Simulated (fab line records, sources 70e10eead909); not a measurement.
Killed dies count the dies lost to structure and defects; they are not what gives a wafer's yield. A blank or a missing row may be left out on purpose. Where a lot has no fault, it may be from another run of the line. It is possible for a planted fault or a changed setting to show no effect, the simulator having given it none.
fab line records	flow nand-harc
record lots=5	wafers=15	last-day=24
route steps=1159 shown A_CONTACT@849
lots with no fault: from the same line, run without faults
start-h: start of the lot's first displayed wafer, in hours after the record's first day	wait-h: hours since the lot's step before	" unchanged from the row above	L1.1+2: a single row standing in for several wafers	- no value, or no start was given	* or withheld: withheld	< > ~ a bound
route shown NAME@n: NAME is a module with steps in the file, n the number in the route of the first one	usual: mean and standard deviation over wafers with no fault	same: alike in all rows	chamber/n: place in a boat	sites: readings site by site	_std_site: standard deviation of those values	_edge_site: mean of outer sites minus mean of inner sites	radius-mm: for every site, how far away it sits from the centre of the wafer	mask NAME#n: copy n	behind: tool/chamber where the wafer was last shaped	hold: why the lot was held/for how many hours/how that ended	device: whichever transistor did not switch (one of n, p or np)	end of line: the route-end tests of the same wafers	step lacking rows: just its recipe	killed: count of dies lost to structure and defects at first sort (not the wafer's yield)	map: a wafer's dies, x killed, . not, _ none there
set.NAME: the setting as run; set.NAME@STEP: as run at that earlier step	model.NAME: the simulator's own value behind a step, which no gauge read
lots at selected steps of the route; one table per step, one row per wafer
services: from which hour (start-h, from the record's first day; less than 0 if before it) a tool's chamber was out of use, for how many hours, and why
## steps
# step NHARC_A_CONTACT_SOFTBAKE_37
# recipe temp-c=105	time-s=55
# step NHARC_A_CONTACT_EBR_38
# step NHARC_A_CONTACT_EXPOSE_39
# recipe na=1.35	sigma-outer=0.8	dose-mj=58.79	mask-id=A_CC_3
# step NHARC_A_CONTACT_PEB_40
# recipe peb-temp-c=100	peb-time-s=65
# step NHARC_A_CONTACT_DEVELOP_41
# recipe develop-time-s=35	dev-temp-c=23
# step NHARC_A_CONTACT_CD_MEAS_42
# recipe target-cd-nm=200	landing-energy-ev=500
# usual cd-nm=200.0/0.51
lot.wafer	tool	chamber	start-h	wait-h	cd-nm
L303.2	cd-sem-02	0	412.74	-	200.2
L303.5	"	0	"	"	200.5
L303.6	"	0	"	"	200.8
L306.2	cd-sem-02	0	456.45	-	199.5
L306.3	"	0	"	"	199.5
L306.4	"	0	"	"	200.1
L317.4	cd-sem-03	0	502.00	-	199.5
L317.5	"	0	"	"	199.9
L317.6	"	0	"	"	199.4
L319.1	cd-sem-03	0	502.78	-	199.3
L319.2	"	0	"	"	199.5
L319.5	"	0	"	"	199.4
L318.1	cd-sem-01	0	506.08	-	199.9
L318.3	"	0	"	"	200.1
L318.4	"	0	"	"	199.8
# step NHARC_A_CONTACT_OVL_MEAS_43
# usual overlay-x-nm=0.0/0.68	overlay-y-nm=0.1/1.1
lot.wafer	tool	chamber	start-h	wait-h	overlay-x-nm	overlay-y-nm
L303.2	overlay-01	-	412.82	-	0.0	0.2
L303.5	"	-	"	"	0.2	0.6
L303.6	"	-	"	"	-0.5	0.9
L306.2	overlay-01	-	456.56	-	-1.2	-0.4
L306.3	"	-	"	"	-1.1	-1.0
L306.4	"	-	"	"	-1.4	-1.0
L317.4	overlay-01	-	502.08	-	1.0	-0.5
L317.5	"	-	"	"	0.9	-0.8
L317.6	"	-	"	"	1.1	-0.9
L319.1	overlay-01	-	502.86	-	-0.1	1.1
L319.2	"	-	"	"	-0.3	1.2
L319.5	"	-	"	"	0.2	0.6
L318.1	overlay-02	-	506.17	-	-0.5	1.0
L318.3	"	-	"	"	0.3	0.6
L318.4	"	-	"	"	0.0	0.7
# step NHARC_A_CONTACT_INSPECT_44
# usual raw-defect-count=27/12
lot.wafer	tool	chamber	start-h	wait-h	raw-defect-count
L303.2	defect-inspect-01	-	412.86	0.0	27
L303.5	"	-	"	"	42
L303.6	"	-	"	"	28
L306.2	defect-inspect-01	-	456.59	0.0	11
L306.3	"	-	"	"	5
L306.4	"	-	"	"	11
L317.4	defect-inspect-01	-	502.12	0.0	8
L317.5	"	-	"	"	18
L317.6	"	-	"	"	11
L319.1	defect-inspect-01	-	502.90	0.0	35
L319.2	"	-	"	"	34
L319.5	"	-	"	"	28
L318.1	defect-inspect-01	-	506.21	0.0	43
L318.3	"	-	"	"	37
L318.4	"	-	"	"	42
# step NHARC_A_CONTACT_DESCUM_47
# recipe time-s=3	o2-flow-sccm=200	ar-flow-sccm=0	bias-power-w=0	chemistry=O2
# usual drypump-motor-current-A=5.7/0.54	o2-flow-sccm=199.9/0.62	oes-product-au=1.001/0.0089	rf-vpp-V=57.7/0.91	showerhead-plenum-p-Torr=1.89/0.079	throttle-valve-pct=11.311/0.0091
lot.wafer	tool	chamber	start-h	wait-h	drypump-motor-current-A	o2-flow-sccm	oes-product-au	rf-hours-counter-h	rf-vpp-V	showerhead-plenum-p-Torr	throttle-valve-pct
L303.2	rie-diel-05	2	412.94	0.1	4.7	200.4	1.012	10	57.3	1.90	11.307
L303.5	"	0	"	"	5.8	200.5	0.995	-	57.6	1.86	11.313
L303.6	"	1	"	"	6.1	199.2	1.009	-	56.3	1.83	11.310
L306.4	rie-diel-05	1	456.68	0.1	6.1	199.7	1.005	15	58.3	1.83	11.297
L306.3	"	2	"	"	4.7	199.9	1.006	15	56.8	1.90	11.307
L306.2	"	3	"	"	5.0	198.8	0.994	15	57.4	1.89	11.314
L317.6	rie-diel-05	1	502.21	0.1	6.1	199.7	1.003	-	58.2	1.83	11.317
L317.4	"	2	"	"	4.7	199.1	1.002	-	57.0	1.90	11.305
L317.5	"	0	"	"	5.8	198.3	0.984	-	56.9	1.86	11.314
L319.2	rie-diel-13	1	502.98	0.1	6.4	199.7	1.008	17	60.9	2.07	11.318
L319.1	"	2	"	"	6.3	199.8	1.011	16	58.6	1.84	11.322
L319.5	"	3	"	"	5.4	201.0	1.002	-	58.2	2.07	11.309
L318.3	rie-diel-13	1	506.27	0.1	6.4	199.8	1.008	18	59.2	2.07	11.287
L318.4	"	3	"	"	5.4	199.6	0.996	16	58.5	2.07	11.313
L318.1	"	0	"	"	5.4	200.3	1.010	17	56.9	1.82	11.315
# step NHARC_A_CONTACT_ETCH_48
# recipe target-depth-a=390	over-etch-frac=0.3	time-s=65	ion-energy-ev=80	cf4-flow-sccm=150	ar-flow-sccm=0	rf-w=300	bias-w=100	chemistry=CF4
# usual bias-w=100.0/0.3	drypump-motor-current-A=5.7/0.56	oes-product-au=1.000/0.0069	rf-vpp-V=150.9/1.1	run-length-s=86.3/0.42	showerhead-plenum-p-Torr=1.74/0.066	throttle-valve-pct=13.283/0.0087
lot.wafer	tool	chamber	start-h	wait-h	bias-w	drypump-motor-current-A	oes-product-au	rf-hours-counter-h	rf-vpp-V	run-length-s	showerhead-plenum-p-Torr	throttle-valve-pct
L303.2	rie-diel-05	3	413.03	0.1	100.4	5.0	0.990	10	151.3	86.0	1.75	13.286
L303.5	"	0	"	"	99.8	5.8	0.991	-	151.2	85.4	1.73	13.273
L303.6	"	1	"	"	100.0	6.1	0.995	-	149.2	86.2	1.70	13.274
L306.2	rie-diel-05	2	456.76	0.1	100.3	4.7	1.003	15	150.5	86.0	1.76	13.279
L306.4	"	3	"	"	100.4	5.0	0.999	15	151.0	86.1	1.75	13.274
L306.3	"	1	"	"	100.0	6.1	0.999	15	150.3	86.4	1.70	13.291
L317.6	rie-diel-05	2	502.30	0.1	100.0	4.7	0.997	-	150.9	85.8	1.76	13.292
L317.4	"	0	"	"	99.9	5.8	0.987	-	152.3	85.4	1.72	13.281
L317.5	"	1	"	"	99.7	6.1	0.998	-	150.0	86.5	1.69	13.278
L319.2	rie-diel-13	0	503.06	0.1	99.5	5.4	1.004	16	150.3	86.1	1.69	13.291
L319.1	"	1	"	"	100.1	6.4	0.996	17	152.4	86.4	1.90	13.263
L319.5	"	2	"	"	100.0	6.3	1.008	-	151.7	86.6	1.71	13.274
L318.3	rie-diel-13	3	506.42	0.1	99.8	5.3	1.003	16	152.3	86.0	1.90	13.281
L318.1	"	0	"	"	99.8	5.4	0.998	17	149.8	86.6	1.69	13.273
L318.4	"	1	"	"	99.6	6.4	0.999	18	152.6	86.3	1.90	13.292
# step NHARC_A_CONTACT_ETCH_49
# recipe target-depth-a=2600	over-etch-frac=0.3	time-s=475.3	ion-energy-ev=200	n2-flow-sccm=150	h2-flow-sccm=150	ar-flow-sccm=0	rf-w=400	bias-w=150	chemistry=N2/H2
# usual bias-w=150.0/0.43	drypump-motor-current-A=5.7/0.55	oes-product-au=0.999/0.0072	rf-vpp-V=429.7/2.4	run-length-s=496.6/0.45	showerhead-plenum-p-Torr=2.01/0.086	throttle-valve-pct=14.170/0.0096
lot.wafer	tool	chamber	start-h	wait-h	bias-w	drypump-motor-current-A	oes-product-au	rf-hours-counter-h	rf-vpp-V	run-length-s	showerhead-plenum-p-Torr	throttle-valve-pct
L303.2	rie-diel-05	0	-	-	149.1	5.8	0.986	9	431.0	495.8	1.98	14.170
L303.6	"	2	"	"	150.0	4.7	0.993	-	430.5	496.4	2.03	14.162
L303.5	"	3	"	"	150.7	5.0	0.999	-	428.5	496.6	2.01	14.173
L306.2	rie-diel-05	0	-	-	150.1	5.8	1.000	14	428.9	495.7	1.98	14.166
L306.4	"	2	"	"	149.8	4.8	1.012	15	431.2	496.1	2.03	14.156
L306.3	"	3	"	"	149.8	5.0	1.001	15	431.1	496.9	2.01	14.183
L317.4	rie-diel-05	0	-	-	151.0	5.8	0.989	-	428.6	495.7	1.98	14.161
L317.6	"	1	"	"	150.5	6.1	1.004	-	427.7	496.6	1.94	14.157
L317.5	"	2	"	"	150.1	4.7	0.996	-	429.5	496.4	2.02	14.178
L319.1	rie-diel-13	1	-	-	150.2	6.5	1.004	17	434.6	496.9	2.21	14.168
L319.2	"	2	"	"	150.1	6.3	0.993	16	426.6	497.2	1.96	14.157
L319.5	"	0	"	"	149.0	5.4	0.998	-	428.6	496.0	1.94	14.168
L318.4	rie-diel-13	0	-	-	149.8	5.4	0.997	17	428.6	496.1	1.94	14.175
L318.1	"	1	"	"	149.2	6.4	0.993	18	434.6	496.6	2.21	14.163
L318.3	"	2	"	"	149.8	6.3	0.995	17	428.5	496.9	1.96	14.165
# step NHARC_A_CONTACT_ETCH_50
# recipe target-depth-a=847	time-s=42.4	cf4-flow-sccm=100	chf3-flow-sccm=30	ar-flow-sccm=0	rf-w=500	bias-w=200	chemistry=CF4/CHF3
# usual bias-w=199.9/0.61	drypump-motor-current-A=5.7/0.56	oes-product-au=0.945/0.02	rf-vpp-V=369.8/2.2	run-length-s=63.7/0.42	showerhead-plenum-p-Torr=1.55/0.06	throttle-valve-pct=16.801/0.0098
lot.wafer	tool	chamber	start-h	wait-h	bias-w	drypump-motor-current-A	oes-product-au	rf-hours-counter-h	rf-vpp-V	run-length-s	showerhead-plenum-p-Torr	throttle-valve-pct
L303.2	rie-diel-05	2	-	-	199.6	4.7	0.981	10	370.1	63.5	1.57	16.774
L303.6	"	2	"	"	199.6	4.7	0.984	-	371.3	63.2	1.57	16.800
L303.5	"	3	"	"	199.2	5.0	0.973	-	370.0	63.9	1.56	16.811
L306.4	rie-diel-05	0	-	-	199.2	5.8	0.931	14	368.3	62.9	1.53	16.799
L306.2	"	1	"	"	200.1	6.1	0.944	15	368.1	63.6	1.51	16.795
L306.3	"	3	"	"	199.6	5.0	0.935	15	370.5	63.8	1.55	16.793
L317.5	rie-diel-05	0	-	-	200.1	5.9	0.926	-	369.3	62.9	1.53	16.828
L317.4	"	1	"	"	200.6	6.1	0.932	-	367.6	63.8	1.51	16.796
L317.6	"	2	"	"	200.3	4.7	0.937	-	370.1	63.2	1.56	16.785
L319.1	rie-diel-13	3	-	-	200.4	5.3	0.964	15	375.0	63.3	1.70	16.815
L319.2	"	1	"	"	199.3	6.4	0.965	17	375.9	64.1	1.70	16.793
L319.5	"	3	"	"	200.7	5.3	0.949	-	375.3	63.5	1.70	16.793
L318.3	rie-diel-13	3	-	-	201.0	5.4	0.950	16	374.6	63.5	1.70	16.805
L318.4	"	0	"	"	198.9	5.4	0.958	18	368.0	63.6	1.50	16.799
L318.1	"	1	"	"	200.3	6.4	0.943	18	374.8	63.7	1.70	16.797
# step NHARC_A_CONTACT_ETCH_51
# recipe target-depth-a=36000	over-etch-frac=0.3	time-s=936	ion-energy-ev=150	o2-flow-sccm=400	cos-flow-sccm=20	ar-flow-sccm=0	rf-w=500	bias-w=300	chemistry=O2/COS
# usual bias-w=300.0/0.97	drypump-motor-current-A=5.7/0.58	o2-flow-sccm=400.1/1.3	oes-product-au=0.999/0.0067	rf-vpp-V=313.5/2	run-length-s=957.3/0.42	showerhead-plenum-p-Torr=3.08/0.12	throttle-valve-pct=28.332/0.0098
lot.wafer	tool	chamber	start-h	wait-h	bias-w	drypump-motor-current-A	o2-flow-sccm	oes-product-au	rf-hours-counter-h	rf-vpp-V	run-length-s	showerhead-plenum-p-Torr	throttle-valve-pct
L303.2	rie-diel-05	3	413.52	-	300.9	5.0	398.6	0.995	10	313.6	957.2	3.09	28.327
L303.6	"	3	"	"	301.5	5.0	397.8	0.999	-	314.5	957.4	3.09	28.323
L303.5	"	0	"	"	299.6	5.8	398.2	1.003	-	313.5	956.6	3.04	28.315
L306.2	rie-diel-05	1	457.27	-	300.1	6.1	400.8	0.999	16	313.7	957.3	2.99	28.333
L306.4	"	2	"	"	298.1	4.7	399.2	1.004	16	314.6	957.6	3.10	28.328
L306.3	"	0	"	"	299.1	5.9	399.5	1.005	14	313.1	956.4	3.04	28.324
L317.6	rie-diel-05	2	503.15	-	300.7	4.8	400.1	0.997	-	315.9	957.3	3.10	28.336
L317.5	"	0	"	"	-	5.8	399.6	0.985	-	312.4	667.2	3.03	28.342
L317.4	"	1	"	"	300.2	6.1	400.1	1.000	-	312.5	957.3	2.99	28.326
L319.2	rie-diel-13	3	503.80	-	300.2	5.4	401.7	0.991	15	316.9	957.0	3.37	28.327
L319.1	"	0	"	"	299.7	5.4	398.6	1.004	17	312.0	957.6	2.98	28.348
L319.5	"	3	"	"	299.4	5.3	400.6	1.000	-	317.8	957.0	3.36	28.345
L318.4	rie-diel-13	1	506.95	-	298.7	6.5	400.7	1.013	18	316.8	957.3	3.36	28.343
L318.3	"	2	"	"	300.8	6.3	401.2	0.995	17	312.0	958.1	3.02	28.342
L318.1	"	0	"	"	301.2	5.4	401.1	0.994	18	311.8	957.0	2.98	28.327
# step NHARC_A_CONTACT_ETCH_111
# recipe source-w=withheld	pressure-mtorr=20	bias-v=withheld	time-s=140	target-depth-a=7000	ar-flow-sccm=withheld	c4f8-flow-sccm=withheld	o2-flow-sccm=withheld	chemistry=C4F8/O2/Ar
# usual run-length-s=141.2/0.49
lot.wafer	tool	chamber	start-h	wait-h	rf-hours-counter-h	run-length-s
L303.2	har-cap-etch-03	0	414.19	-	89	140.5
L303.6	"	0	"	"	-	140.6
L303.5	"	1	"	"	-	141.9
L306.2	har-cap-etch-02	0	457.97	-	22	141.4
L306.3	"	1	"	"	-	140.8
L306.4	"	0	"	"	-	141.2
L317.4	har-cap-etch-03	0	503.74	-	-	141.3
L317.6	"	0	"	"	-	141.1
L317.5	"	1	"	"	-	141.6
L319.1	har-cap-etch-02	0	504.40	-	33	141.3
L319.2	"	1	"	"	33	140.6
L319.5	"	1	"	"	-	141.2
L318.1	har-cap-etch-03	0	507.64	-	107	141.1
L318.4	"	1	"	"	-	142.0
L318.3	"	0	"	"	-	140.5
## services
tool	chamber	start-h	hours	kind
rie-diel-05	0	398.83	-	clean
rie-diel-05	1	398.83	-	clean
rie-diel-05	2	398.83	-	clean
rie-diel-05	3	398.83	-	clean
rie-diel-13	0	408.17	-	clean
rie-diel-05	0	423.36	-	clean
rie-diel-05	1	423.36	-	clean
rie-diel-05	2	423.36	-	clean
rie-diel-05	3	423.36	-	clean
rie-diel-05	0	447.86	-	clean
rie-diel-05	1	447.86	-	clean
rie-diel-05	2	447.86	-	clean
rie-diel-05	3	447.86	-	clean
rie-diel-13	-	453.21	9.0	pm
rie-diel-05	-	458.16	1.0	repair
rie-diel-05	0	472.36	-	clean
rie-diel-05	1	472.36	-	clean
rie-diel-05	2	472.36	-	clean
rie-diel-05	3	472.36	-	clean
rie-diel-05	0	496.86	-	clean
rie-diel-05	1	496.86	-	clean
rie-diel-05	2	496.86	-	clean
rie-diel-05	3	496.86	-	clean
rie-diel-05	3	501.35	4.8	repair
## key
first-sign step=NHARC_A_CONTACT_ETCH_51	reading=run-length-s	direction=down	sigmas=99+	usual=*	struck=*
effect none on later readings
met-at NHARC_A_CONTACT_ETCH_51
struck-wafers L317.5
later-rows-left-out L317.5
sort-left-out L317.5
tester-left-out L317
onset-between 457.27 503.15
fault kind=process-parameter-drift	tool=rie-diel-05	chamber=0	onset-h=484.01	steps=NHARC_A_CONTACT_ETCH_51	channel=time-s	offset=*	shape=step	end-h=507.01	acts-in=*	stated=*
# tester-left-out: of these lots the tester's yield and bins aren't shown, on N5 and GAA mostly nor the transistor test; their killed dies are dies lost to structure and defects alone, not to doping, threshold or leakage, so they don't give the yield
# sort-left-out: the simulated sort isn't trusted on such a fault, so these wafers' sort isn't shown, and their yield isn't known
# later-rows-left-out: the simulator's readings of these wafers behind a module that went badly wrong aren't trusted and aren't shown, but for the sort
